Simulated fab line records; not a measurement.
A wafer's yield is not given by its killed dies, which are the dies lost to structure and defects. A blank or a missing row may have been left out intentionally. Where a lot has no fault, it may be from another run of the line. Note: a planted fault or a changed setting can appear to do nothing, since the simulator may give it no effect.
Chamber matching || flow nand_harc || 4 sister chambers for NHARC_A_WL_FILL_ALD_10 on ald_hk-02
The step deposits SiO2, target thk 50 nm, pulse time 10 s, ald cycles 500. 8 wafers are shown with their chamber, then 7 later ones without.

## WAFERS, EACH WITH ITS CHAMBER
{"wafer": "L076.5", "chamber": 3, "heater_power_w (W)": 418, "precursor_pulse_height_rel": 0.984}
{"wafer": "L085.1", "chamber": 2, "heater_power_w (W)": 475, "precursor_pulse_height_rel": 1.021}
{"wafer": "L085.3", "chamber": 1, "heater_power_w (W)": 468, "precursor_pulse_height_rel": 0.980}
{"wafer": "L087.4", "chamber": 0, "heater_power_w (W)": 503, "precursor_pulse_height_rel": 0.982}
{"wafer": "L087.5", "chamber": 2, "heater_power_w (W)": 471, "precursor_pulse_height_rel": 0.997}
{"wafer": "L087.6", "chamber": 1, "heater_power_w (W)": 466, "precursor_pulse_height_rel": 0.979}
{"wafer": "L092.3", "chamber": 3, "heater_power_w (W)": 417, "precursor_pulse_height_rel": 1.038}
{"wafer": "L092.4", "chamber": 0, "heater_power_w (W)": 526, "precursor_pulse_height_rel": 0.991}

## WAFERS WHOSE CHAMBER IS MISSING
{"wafer": "L092.5", "heater_power_w (W)": 428, "precursor_pulse_height_rel": 1.015}
{"wafer": "L094.1", "heater_power_w (W)": 478, "precursor_pulse_height_rel": 1.002}
{"wafer": "L094.2", "heater_power_w (W)": 437, "precursor_pulse_height_rel": 0.992}
{"wafer": "L094.3", "heater_power_w (W)": 540, "precursor_pulse_height_rel": 0.977}
{"wafer": "L097.3", "heater_power_w (W)": 419, "precursor_pulse_height_rel": 1.007}
{"wafer": "L097.5", "heater_power_w (W)": 543, "precursor_pulse_height_rel": 1.006}
{"wafer": "L097.6", "heater_power_w (W)": 501, "precursor_pulse_height_rel": 1.017}

## WHICH CHAMBER EACH ONE RAN IN
{"wafer": "L092.5", "from the rows above": 3, "in truth": 3}
{"wafer": "L094.1", "from the rows above": "can't be placed: 2 or 1", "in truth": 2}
{"wafer": "L094.2", "from the rows above": "can't be placed: 3 or 1 or 2", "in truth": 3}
{"wafer": "L094.3", "from the rows above": 0, "in truth": 0}
{"wafer": "L097.3", "from the rows above": 3, "in truth": 3}
{"wafer": "L097.5", "from the rows above": 0, "in truth": 0}
{"wafer": "L097.6", "from the rows above": "can't be placed: 0 or 2", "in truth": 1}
Placed correctly: 4 of 7. From these rows, 3 cannot be placed; in 2 the true chamber is one of the candidates. Wrongly placed: 0.
How it was worked out, from the rows above alone: a wafer's distance from a chamber is the root of the sum, over the readings, of the square of ((its reading less the chamber's mean) divided by the reading's scatter). If the next closest chamber is less than 2 further off than the closest, the wafer can't be placed; otherwise it belongs to the closest. Each chamber's mean is taken over the wafers shown for it. The scatter: the root of (the sum of the squares of (reading less its chamber's mean) over the shown wafers, divided by (wafers less chambers)).
